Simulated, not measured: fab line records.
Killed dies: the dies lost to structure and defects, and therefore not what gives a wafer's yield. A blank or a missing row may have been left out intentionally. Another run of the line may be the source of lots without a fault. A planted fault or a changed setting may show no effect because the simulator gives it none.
fab line records	flow n5_finfet
[record] lots = 7	wafers = 21
route steps=1938 shown BEOL_M11@1541 BEOL_M12@1656 BEOL_M13@1661
start_h: hours from the record's opening day to when the first of the lot's shown wafers began	wait_h: hours since the lot's step before	" identical to the entry in the row above	L1.1+2: a row that stands for several wafers	- value missing, or start not given	* or withheld: withheld	< > ~ a bound
route shown NAME@n: a module of which the file shows steps, and the number in the route of the first	usual: mean/standard deviation of fault-free wafers	same: alike in all rows	chamber/n: place in a boat	sites: per-site readings	_std_site: standard deviation across them	_edge_site: inner sites' mean taken away from outer sites' mean	radius_mm: how far each site lies from the wafer's centre	mask NAME#n: copy n	behind: the last tool/chamber to shape the wafer	hold: what put the lot on hold/how long, in hours/how the hold closed	device: whichever transistor did not switch (one of n, p or np)	end of line: tests run on the same wafers once the route is complete	where a step has no rows: the recipe by itself	killed: dies lost to structure and defects at the first sort, not the wafer's yield	map: a wafer's dies, marking killed ones x, the rest . and places with no die _
set.NAME: setting as actually run; set.NAME@STEP: the setting as run at that earlier step	model.NAME: the simulator's own value behind a step, which no gauge read
one table per step and one row per wafer, for lots whose settings were changed on purpose
[[steps]]
[step N5_BEOL_M11_COAT_59]
[recipe] resist = SOC	temp_c = 250	time_s = 60	spin_rpm = 1500	resist_thk_nm = 100
lot.wafer	tool	chamber	start_h	wait_h	set.spin_rpm	model.SOC_of_BEOL_M11_COAT_59.thk_nm
L074.1+5	litho_track-03	0	219.26	0.1	1500	99.6
L074.2	"	0	"	"	1500	99.8
L076.1+4	litho_track-02	0	232.75	0.1	1500	99.4
L076.5	"	0	"	"	1500	99.2
L079.2	litho_track-01	0	264.13	0.1	1500	100
L079.3	"	0	"	"	1500	100.4
L079.5	"	0	"	"	1500	100.2
L086.2	litho_track-03	0	297.22	0.1	1417	103
L086.3	"	0	"	"	1417	103.2
L086.5	"	0	"	"	1500	100
L087.1	litho_track-03	0	300.34	0.1	1500	100.4
L087.2	"	0	"	"	1650	95.6
L087.6	"	0	"	"	1500	100.2
L090.3	litho_track-02	0	326.05	0.1	1500	100.2
L090.5+6	"	0	"	"	1500	100
L094.1	litho_track-03	0	358.75	0.1	1500	100
L094.3+6	"	0	"	"	1500	100.2
[step N5_BEOL_M11_COAT_60]
[recipe] resist = SiARC	temp_c = 220	time_s = 60	spin_rpm = 1500	resist_thk_nm = 30
[step N5_BEOL_M11_COAT_05]
[recipe] resist = CAR-ArF	spin_rpm = 1500	resist_thk_nm = 90
[step N5_BEOL_M11_DESCUM_16]
[recipe] chemistry = O2	time_s = 7.9	source_power_w = 50	bias_power_w = 20	pressure_mtorr = 20	rf_frequency_hz = 2.712e+07	temp_c = 40	resist = CAR-ArF	o2_flow_sccm = 225
[step N5_BEOL_M11_ETCH_61]
[recipe] chemistry = CF4	target = SiARC	target_depth_a = 390	mask_material = CAR-ArF	time_s = 65	ion_energy_ev = 80	pressure_mtorr = 40	source_w = 545	bias_w = 36	Ar_flow_sccm = 100	cf4_flow_sccm = 100	ends = cleared
[step N5_BEOL_M11_ETCH_62]
[recipe] chemistry = N2/H2	target = SOC	target_depth_a = 1100	overetch_a = 220	mask_material = SiARC	temp_c = 40	time_s = 165	ion_energy_ev = 200	pressure_mtorr = 30	source_w = 840	bias_w = 150	n2_flow_sccm = 200	h2_flow_sccm = 200
lot.wafer	tool	chamber	start_h	wait_h	set.spin_rpm@BEOL_M11_COAT_59	model.etch.depth_nm
L074.1	rie_diel-02	3	219.80	0.0	1500	99.58
L074.2	"	0	"	"	1500	99.81
L074.5	"	1	"	"	1500	99.55
L076.1	rie_diel-05	0	233.30	0.0	1500	99.31
L076.4	"	1	"	"	1500	99.3
L076.5	"	1	"	"	1500	99.18
L079.2	rie_diel-01	0	264.71	0.0	1500	100.1
L079.3	"	1	"	"	1500	100.4
L079.5	"	3	"	"	1500	100.2
L086.2	rie_diel-05	2	297.76	0.0	1417	103.1
L086.3	"	0	"	"	1417	103.3
L086.5	"	2	"	"	1500	100.1
L087.1	rie_diel-05	1	300.76	0.0	1500	100.4
L087.2	"	2	"	"	1650	95.58
L087.6	"	1	"	"	1500	100.2
L090.3	rie_diel-02	2	326.61	0.0	1500	100.3
L090.5	"	0	"	"	1500	100.1
L090.6	"	1	"	"	1500	99.99
L094.1	rie_diel-02	0	359.29	0.0	1500	99.97
L094.3+6	"	1,2	"	"	1500	100.2
[step N5_BEOL_M11_STRIP_68]
[recipe] chemistry = N2/H2	temp_c = 40	n2_flow_sccm = 200	h2_flow_sccm = 200	rf_frequency_hz = 6e+07
[step N5_BEOL_M11_STRIP_67]
[recipe] chemistry = CF4	resist = SiARC	power_w = 300	bias_power_w = 75	pressure_mtorr = 50	cf4_flow_sccm = 150	rf_frequency_hz = 6e+07
[step N5_BEOL_M11_HM_OPEN_17]
[recipe] chemistry = Cl2/BCl3	target_depth_a = 200	overetch_a = 60	target = TiN	mask_material = SOC	ion_energy_ev = 150	pressure_mtorr = 10	icp_w = 1000	bias_w = 126	Cl2_flow_sccm = 53.25	bcl3_flow_sccm = 21.75	Ar_flow_sccm = 25
lot.wafer	tool	chamber	start_h	wait_h	set.spin_rpm@BEOL_M11_COAT_59	model.SOC_of_BEOL_M11_COAT_59.thk_nm
L074.1+2+5	rie_metal-01	1,0,1	219.99	0.0	1500	91.6
L076.1	rie_metal-01	1	233.49	0.0	1500	91.4
L076.4	"	0	"	"	1500	91
L076.5	"	1	"	"	1500	91.2
L079.2	rie_metal-01	1	264.90	0.0	1500	92
L079.3	"	1	"	"	1500	92.4
L079.5	"	1	"	"	1500	92.2
L086.2+3	rie_metal-03	0,1	297.94	0.0	1417	95.2
L086.5	"	0	"	"	1500	92.2
L087.1+6	rie_metal-01	0,1	300.95	0.0	1500	92
L087.2	"	1	"	"	1650	87.4
L090.3	rie_metal-02	0	326.82	0.1	1500	92.4
L090.5	"	0	"	"	1500	92.2
L090.6	"	1	"	"	1500	91.8
L094.1	rie_metal-03	1	359.48	0.0	1500	92
L094.3	"	1	"	"	1500	92.2
L094.6	"	0	"	"	1500	92.4
[step N5_BEOL_M11_TRENCH_ETCH_37]
[recipe] chemistry = C4F6/O2	target_depth_a = 1488.3	target = SiCOH_lowk	time_s = 48	ion_energy_ev = 250	pressure_mtorr = 30	source_w = 345	bias_w = 185	Ar_flow_sccm = 300	C4F6_flow_sccm = 10	O2_flow_sccm = 10
[usual] rf_vpp_V = 669/12
lot.wafer	tool	chamber	start_h	wait_h	set.bias_w	rf_vpp_V
L074.1	rie_diel-02	3	-	-	185	665
L074.2	"	0	"	"	185	663
L074.5	"	2	"	"	212.7	745
L076.1	rie_diel-01	1	-	-	185	662
L076.4	"	3	"	"	217.4	758
L076.5	"	3	"	"	185	666
L079.2	rie_diel-02	1	-	-	169.4	619
L079.3	"	3	"	"	185	664
L079.5	"	2	"	"	185	668
L086.2	rie_diel-02	1	-	-	185	664
L086.3	"	0	"	"	157.2	582
L086.5	"	0	"	"	185	661
L087.1	rie_diel-01	2	-	-	185	690
L087.2	"	0	"	"	185	661
L087.6	"	1	"	"	185	663
L090.3	rie_diel-02	2	-	-	185	666
L090.5	"	1	"	"	185	666
L090.6	"	2	"	"	185	668
L094.1	rie_diel-05	2	-	-	209.4	710
L094.3	"	0	"	"	185	694
L094.6	"	3	"	"	185	671
[step N5_BEOL_M12_DEP_53]
[recipe] material = SiCN	target_thk_a = 300	temp_c = withheld	precursor = 3MS/NH3	pressure_torr = 3	rf_w = 675	time_s = 10.5
lot.wafer	tool	chamber	start_h	wait_h	set.time_s	model.SiCN_of_BEOL_M12_DEP_53.thk_nm
L074.1	pecvd-03	2	232.06	0.0	10.5	29.6
L074.2	"	1	"	"	11.15	31.2
L074.5	"	0	"	"	10.5	30.2
L076.1	pecvd-02	2	246.76	0.0	10.5	29.8
L076.4	"	0	"	"	10.5	30.4
L076.5	"	2	"	"	11.68	33.6
L079.2	pecvd-02	1	276.06	0.0	10.5	30
L079.3	"	0	"	"	10.5	30.2
L079.5	"	0	"	"	10.5	30.6
L086.2	pecvd-04	1	310.14	0.0	10.5	29.6
L086.3	"	2	"	"	10.5	29.8
L086.5	"	1	"	"	10.5	30
L087.1+2	pecvd-04	1,0	311.31	0.0	9.346	26.6
L087.6	"	1	"	"	10.5	30.4
L090.3+5	pecvd-04	1	339.15	0.0	10.5	30
L090.6	"	2	"	"	10.5	30.4
L094.1	pecvd-04	1	375.35	0.0	10.5	29.8
L094.3	"	2	"	"	11.26	32.2
L094.6	"	2	"	"	11.26	32.6
[step N5_BEOL_M13_COAT_58]
[recipe] resist = BARC	temp_c = 205	time_s = 60	spin_rpm = 1500	resist_thk_nm = 89
lot.wafer	tool	chamber	start_h	wait_h	set.spin_rpm	model.BARC_of_BEOL_M13_COAT_58.thk_nm
L074.1	litho_track-03	0	232.37	0.0	1565	86.6
L074.2	"	0	"	"	1565	86.4
L074.5	"	0	"	"	1500	88.4
L076.1+5	litho_track-04	0	247.07	0.0	1500	88.4
L076.4	"	0	"	"	1562	86.8
L079.2	litho_track-04	0	276.37	0.0	1408	91.4
L079.3	"	0	"	"	1500	89
L079.5	"	0	"	"	1408	92
L086.2	litho_track-01	0	310.45	0.0	1590	87
L086.3	"	0	"	"	1500	89.6
L086.5	"	0	"	"	1590	86.8
L087.1+2	litho_track-04	0	311.62	0.0	1500	89
L087.6	"	0	"	"	1500	88.8
L090.3+6	litho_track-03	0	339.52	0.0	1500	89
L090.5	"	0	"	"	1500	88.8
L094.1	litho_track-04	0	375.66	0.0	1500	88.4
L094.3	"	0	"	"	1595	86.2
L094.6	"	0	"	"	1500	88.2
[step N5_BEOL_M13_COAT_04]
[recipe] spin_rpm = 1625	resist_thk_nm = 400
[step N5_BEOL_M13_EBR_06]
[recipe] solvent = PGMEA	ebr_width_mm = 1.5
[step N5_BEOL_M13_DESCUM_15]
[recipe] chemistry = O2	time_s = 7.9	source_power_w = 50	bias_power_w = 20	pressure_mtorr = 20	rf_frequency_hz = 2.712e+07	temp_c = 40	o2_flow_sccm = 225
[step N5_BEOL_M13_ETCH_59]
[recipe] chemistry = N2/H2	target = BARC	target_depth_a = 890	overetch_a = 267	time_s = 67.9	ion_energy_ev = 200	pressure_mtorr = 30	source_w = 840	bias_w = 150	n2_flow_sccm = 200	h2_flow_sccm = 200
lot.wafer	tool	chamber	start_h	wait_h	set.spin_rpm@BEOL_M13_COAT_58	model.etch.depth_nm
L074.1	rie_diel-02	1	232.76	0.0	1565	86.57
L074.2	"	0	"	"	1565	86.42
L074.5	"	3	"	"	1500	88.35
L076.1	rie_diel-01	1	247.59	0.0	1500	88.42
L076.4	"	0	"	"	1562	86.85
L076.5	"	3	"	"	1500	88.46
L079.2	rie_diel-01	2	276.77	0.0	1408	91.48
L079.3	"	3	"	"	1500	88.97
L079.5	"	1	"	"	1408	91.91
L086.2	rie_diel-05	0	310.97	0.0	1590	87.05
L086.3	"	1	"	"	1500	89.51
L086.5	"	0	"	"	1590	86.87
L087.1	rie_diel-02	1	312.55	0.0	1500	88.96
L087.2	"	3	"	"	1500	88.91
L087.6	"	1	"	"	1500	88.81
L090.3	rie_diel-01	2	340.04	0.0	1500	89.01
L090.5	"	0	"	"	1500	88.81
L090.6	"	1	"	"	1500	89.03
L094.1	rie_diel-05	0	376.18	0.0	1500	88.47
L094.3	"	2	"	"	1595	86.13
L094.6	"	1	"	"	1500	88.26
[step N5_BEOL_M13_VIA_ETCH_16]
[recipe] chemistry = C4F8/O2/Ar	target = SiOC	pressure_mtorr = 30	source_w = 3000	bias_w = 700	Ar_flow_sccm = 400	C4F8_flow_sccm = 15	O2_flow_sccm = 8	he_inner_torr = 15	he_outer_torr = 30	target_depth_a = 9217	time_s = withheld	ion_energy_ev = 250	ends = cleared
[step N5_BEOL_M13_STRIP_63]
[recipe] chemistry = N2/H2	power_w = 1000	temp_c = 250	h2_frac = 0.65	overash_fraction = 0.3	pressure_mtorr = 1000	n2_flow_sccm = 1750	h2_flow_sccm = 3250
[step N5_BEOL_M13_STRIP_64]
[recipe] chemistry = N2/H2	power_w = 1000	temp_c = 250	h2_frac = 0.65	overash_fraction = 0.3	pressure_mtorr = withheld	n2_flow_sccm = 1750	h2_flow_sccm = 3250
[usual] strip_time_to_endpoint_s = 31.29/0.097
lot.wafer	tool	chamber	start_h	wait_h	set.spin_rpm@BEOL_M13_COAT_58	strip_time_to_endpoint_s
L074.1	plasma_asher-01	0	233.11	0.0	1565	30.60
L074.2	"	1	"	"	1565	30.58
L074.5	"	1	"	"	1500	31.12
L076.1	plasma_asher-02	1	247.94	0.0	1500	31.15
L076.4	"	1	"	"	1562	30.70
L076.5	"	1	"	"	1500	31.15
L079.2	plasma_asher-01	0	277.12	0.0	1408	32.00
L079.3	"	1	"	"	1500	31.31
L079.5	"	1	"	"	1408	32.16
L086.2	plasma_asher-01	1	311.32	0.0	1590	30.75
L086.3	"	0	"	"	1500	31.45
L086.5	"	0	"	"	1590	30.70
L087.1	plasma_asher-02	1	312.90	0.0	1500	31.30
L087.2	"	0	"	"	1500	31.28
L087.6	"	0	"	"	1500	31.25
L090.3	plasma_asher-02	0	340.41	0.0	1500	31.32
L090.5	"	0	"	"	1500	31.26
L090.6	"	1	"	"	1500	31.33
L094.1	plasma_asher-01	0	376.52	0.0	1500	31.15
L094.3	"	0	"	"	1595	30.50
L094.6	"	0	"	"	1500	31.09
[step N5_BEOL_M13_TRENCH_ETCH_34]
[recipe] chemistry = C4F8/O2/Ar	target = SiOC	target_depth_a = 4134.7	mask_material = SOC	pressure_mtorr = 30	source_w = 3000	bias_w = 700	Ar_flow_sccm = 400	C4F8_flow_sccm = 15	O2_flow_sccm = 8	he_inner_torr = 15	he_outer_torr = 30	time_s = 162.6	ion_energy_ev = 250
lot.wafer	tool	chamber	start_h	wait_h	set.time_s	model.etch.depth_nm
L074.1	rie_diel-01	0	234.08	0.0	133.6	337.2
L074.2	"	2	"	"	162.6	400.1
L074.5	"	1	"	"	162.6	422.9
L076.1	rie_diel-05	2	248.90	0.0	193.8	487.7
L076.4	"	3	"	"	193.8	494.8
L076.5	"	3	"	"	193.8	495.3
L079.2	rie_diel-02	1	278.08	0.0	195.7	493.8
L079.3	"	0	"	"	162.6	416.7
L079.5	"	2	"	"	162.6	411.4
L086.2	rie_diel-01	0	312.51	0.0	138.6	347.9
L086.3	"	1	"	"	138.6	359.3
L086.5	"	2	"	"	162.6	396.8
L087.1	rie_diel-05	3	314.13	0.0	162.6	417.9
L087.2	"	1	"	"	143.7	355.7
L087.6	"	1	"	"	162.6	402.1
L090.3	rie_diel-02	2	341.36	0.0	162.6	406.2
L090.5	"	1	"	"	162.6	406.5
L090.6	"	0	"	"	162.6	415.5
L094.1	rie_diel-05	1	377.64	0.0	162.6	407.7
L094.3	"	2	"	"	198.2	502.8
L094.6	"	2	"	"	162.6	410
[step N5_BEOL_M13_STRIP_70]
[recipe] chemistry = C4F8/O2/Ar	resist = SiARC	rf_frequency_hz = 6e+07
[step N5_BEOL_M13_OCD_MEAS_35]
[usual] trench_depth_nm = 411/7.2
lot.wafer	tool	chamber	start_h	wait_h	set.time_s@BEOL_M13_TRENCH_ETCH_34	trench_depth_nm
L074.1	ocd-02	-	234.25	0.0	133.6	337
L074.2	"	-	"	"	162.6	400
L074.5	"	-	"	"	162.6	422
L076.1	ocd-01	-	249.08	0.0	193.8	487
L076.4	"	-	"	"	193.8	495
L076.5	"	-	"	"	193.8	495
L079.2	ocd-01	-	278.26	0.0	195.7	493
L079.3	"	-	"	"	162.6	417
L079.5	"	-	"	"	162.6	411
L086.2	ocd-01	-	312.68	0.0	138.6	348
L086.3	"	-	"	"	138.6	360
L086.5	"	-	"	"	162.6	396
L087.1	ocd-01	-	314.30	0.0	162.6	418
L087.2	"	-	"	"	143.7	356
L087.6	"	-	"	"	162.6	402
L090.3	ocd-01	-	341.54	0.0	162.6	406
L090.5	"	-	"	"	162.6	407
L090.6	"	-	"	"	162.6	415
L094.1	ocd-02	-	377.82	0.0	162.6	407
L094.3	"	-	"	"	198.2	503
L094.6	"	-	"	"	162.6	410
[step N5_BEOL_M13_SPUTTER_44]
[recipe] material = Ta	target_thk_a = 100	temp_c = 50	bias_v = 80	power_w = 15000	chamber_pressure_pa = 0.07	time_s = 16.13
lot.wafer	tool	chamber	start_h	wait_h	set.power_w	model.Ta_of_BEOL_M13_SPUTTER_44.thk_nm
L074.1	pvd_sputter-01	-	236.49	0.0	15000	9.8
L074.2+5	"	-	"	"	15000	10
L076.1+4	pvd_sputter-03	-	252.28	0.0	17070	11.2
L076.5	"	-	"	"	15000	9.8
L079.2+3	pvd_sputter-01	-	282.69	0.0	15000	10
L079.5	"	-	"	"	13310	8.8
L086.2	pvd_sputter-02	-	317.39	0.0	16460	11
L086.3	"	-	"	"	15000	10
L086.5	"	-	"	"	15000	9.8
L087.1	pvd_sputter-02	-	322.73	0.0	15000	10
L087.2	"	-	"	"	15770	10.2
L087.6	"	-	"	"	15770	10.4
L090.3+5+6	pvd_sputter-01	-	344.40	0.0	15000	10
L094.1+3	pvd_sputter-03	-	379.25	0.0	13290	9
L094.6	"	-	"	"	15000	10.2
[step N5_BEOL_M13_SPUTTER_45]
[recipe] material = Cu	target_thk_a = 800	temp_c = -20	bias_v = 60	power_w = 26000	chamber_pressure_pa = 0.13	time_s = 13.33
[step N5_BEOL_M13_ECD_47]
[recipe] material = Cu	target_thk_a = 9360
[step N5_BEOL_M13_ANNEAL_48]
[recipe] temp_c = 225	time_s = 90	ambient = N2
[step N5_BEOL_M13_CMP_49]
[recipe] stop_on = SiOC	t_overpolish_s = 17.1	down_force_psi = 1	platen_rpm = 50	clearing_platen_down_force_psi = 1.5	clearing_platen_rpm = 50	post_cmp_clean = cu_alkaline	target_thk_nm = 420	clearing_platen_pad_velocity_m_s = 0.99484	pad_velocity_m_s = 0.99484
lot.wafer	tool	chamber	start_h	wait_h	set.time_s@BEOL_M13_TRENCH_ETCH_34	model.Cu_of_BEOL_M13_ECD_47.thk_nm
L074.1	cmp-02	2	237.18	0.3	133.6	340.2
L074.2	"	0	"	"	162.6	403.4
L074.5	"	1	"	"	162.6	427.8
L076.4	cmp-03	3	252.93	0.1	193.8	498.8
L076.1	"	0	"	"	193.8	492
L076.5	"	0	"	"	193.8	501.4
L079.2	cmp-02	1	283.43	0.3	195.7	499.4
L079.3	"	2	"	"	162.6	420.4
L079.5	"	3	"	"	162.6	417
L086.3	cmp-03	0	318.23	0.2	138.6	364.4
L086.2	"	1	"	"	138.6	352.4
L086.5	"	2	"	"	162.6	403.8
L087.1	cmp-02	0	323.46	0.3	162.6	424
L087.2	"	1	"	"	143.7	360.8
L087.6	"	1	"	"	162.6	407.6
L090.3	cmp-04	0	345.15	0.2	162.6	413.6
L090.6	"	2	"	"	162.6	421.8
L090.5	"	3	"	"	162.6	412.2
L094.1	cmp-02	0	380.21	0.5	162.6	414.8
L094.3	"	2	"	"	198.2	508.6
L094.6	"	3	"	"	162.6	414.6
[step N5_BEOL_M13_THK_MEAS_50]
[recipe] thk_meas_gauge = xrf	reads = Cu_of_BEOL_M13_ECD_47
[usual] M13_THK = 414/7.7
lot.wafer	tool	chamber	start_h	wait_h	set.time_s@BEOL_M13_TRENCH_ETCH_34	M13_THK[nm]
L074.1	film_metro-01	-	237.44	-	133.6	338
L074.2	"	-	"	"	162.6	400
L074.5	"	-	"	"	162.6	423
L076.1	film_metro-01	-	253.23	-	193.8	493
L076.4	"	-	"	"	193.8	501
L076.5	"	-	"	"	193.8	502
L079.2	film_metro-01	-	283.65	-	195.7	492
L079.3	"	-	"	"	162.6	413
L079.5	"	-	"	"	162.6	410
L086.2	film_metro-01	-	318.45	-	138.6	347
L086.3	"	-	"	"	138.6	358
L086.5	"	-	"	"	162.6	398
L087.1	film_metro-02	-	323.76	-	162.6	425
L087.2	"	-	"	"	143.7	363
L087.6	"	-	"	"	162.6	408
L090.3	film_metro-02	-	345.37	-	162.6	416
L090.5	"	-	"	"	162.6	414
L090.6	"	-	"	"	162.6	424
L094.1	film_metro-02	-	380.47	-	162.6	414
L094.3	"	-	"	"	198.2	505
L094.6	"	-	"	"	162.6	412
[step N5_BEOL_M13_PRE_CLEAN_52]
[recipe] gas = NH3	time_s = 15	temp_c = withheld	rf_power_w = 300
[step N5_BEOL_M13_DEP_53]
[recipe] material = SiCN	target_thk_a = 500	temp_c = withheld	precursor = 3MS/NH3	pressure_torr = 3	rf_w = 675	time_s = 17.8
[step N5_BEOL_M13_RS_MEAS_54]
[recipe] thk_meas_gauge = four-point-probe	reads = Cu_of_BEOL_M13_ECD_47+Ta_of_BEOL_M13_SPUTTER_44+TaN_of_BEOL_M13_SPUTTER_43
[usual] M13_RS = 0.0453/0.0008
lot.wafer	tool	chamber	start_h	wait_h	set.time_s@BEOL_M13_TRENCH_ETCH_34	M13_RS[ohm/sq]
L074.1	film_metro-02	-	237.57	0.0	133.6	0.0561
L074.2	"	-	"	"	162.6	0.0469
L074.5	"	-	"	"	162.6	0.0442
L076.1	film_metro-01	-	253.36	0.0	193.8	0.0381
L076.4	"	-	"	"	193.8	0.0376
L076.5	"	-	"	"	193.8	0.0374
L079.2	film_metro-02	-	283.78	0.1	195.7	0.0376
L079.3	"	-	"	"	162.6	0.0449
L079.5	"	-	"	"	162.6	0.0453
L086.2	film_metro-02	-	318.58	0.1	138.6	0.0539
L086.3	"	-	"	"	138.6	0.0522
L086.5	"	-	"	"	162.6	0.0469
L087.1	film_metro-02	-	323.89	0.0	162.6	0.0446
L087.2	"	-	"	"	143.7	0.0527
L087.6	"	-	"	"	162.6	0.0463
L090.3	film_metro-02	-	345.50	0.1	162.6	0.0457
L090.5	"	-	"	"	162.6	0.0458
L090.6	"	-	"	"	162.6	0.0447
L094.1	film_metro-02	-	380.60	0.0	162.6	0.0456
L094.3	"	-	"	"	198.2	0.0369
L094.6	"	-	"	"	162.6	0.0456
[[key]]
[split] step = N5_BEOL_M11_COAT_59	setting = spin_rpm	stated = 1500	by = wafer
[response] step = N5_BEOL_M11_COAT_59	reading = model.SOC_of_BEOL_M11_COAT_59.thk_nm	change = -0.491	per = 1%	r = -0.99
[response] step = N5_BEOL_M11_ETCH_62	reading = model.etch.depth_nm	change = -0.492	per = 1%	r = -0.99
[response] step = N5_BEOL_M11_HM_OPEN_17	reading = model.SOC_of_BEOL_M11_COAT_59.thk_nm	change = -0.479	per = 1%	r = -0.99
[split] step = N5_BEOL_M11_TRENCH_ETCH_37	setting = bias_w	stated = 185	by = wafer
[response] step = N5_BEOL_M11_TRENCH_ETCH_37	reading = rf_vpp_V	change = +4.83	per = 1%	r = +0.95
[split] step = N5_BEOL_M12_DEP_53	setting = time_s	stated = 10.5	by = wafer
[response] step = N5_BEOL_M12_DEP_53	reading = model.SiCN_of_BEOL_M12_DEP_53.thk_nm	change = +0.32	per = 1%	r = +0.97
[split] step = N5_BEOL_M13_COAT_58	setting = spin_rpm	stated = 1500	by = wafer
[response] step = N5_BEOL_M13_COAT_58	reading = model.BARC_of_BEOL_M13_COAT_58.thk_nm	change = -0.407	per = 1%	r = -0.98
[response] step = N5_BEOL_M13_ETCH_59	reading = model.etch.depth_nm	change = -0.406	per = 1%	r = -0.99
[response] step = N5_BEOL_M13_STRIP_64	reading = strip_time_to_endpoint_s	change = *	per = 1%	r = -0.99
[split] step = N5_BEOL_M13_TRENCH_ETCH_34	setting = time_s	stated = 162.6	by = wafer
[response] step = N5_BEOL_M13_TRENCH_ETCH_34	reading = model.etch.depth_nm	change = +4.01	per = 1%	r = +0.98
[response] step = N5_BEOL_M13_OCD_MEAS_35	reading = trench_depth_nm	change = +3.99	per = 1%	r = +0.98
[response] step = N5_BEOL_M13_CMP_49	reading = model.Cu_of_BEOL_M13_ECD_47.thk_nm	change = +4.06	per = 1%	r = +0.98
[response] step = N5_BEOL_M13_THK_MEAS_50	reading = M13_THK	change = +4	per = 1%	r = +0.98
[response] step = N5_BEOL_M13_RS_MEAS_54	reading = M13_RS	change = -0.00045	per = 1%	r = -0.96
[split] step = N5_BEOL_M13_SPUTTER_44	setting = power_w	stated = 15000	by = wafer
[response] step = N5_BEOL_M13_SPUTTER_44	reading = model.Ta_of_BEOL_M13_SPUTTER_44.thk_nm	change = +0.103	per = 1%	r = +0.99
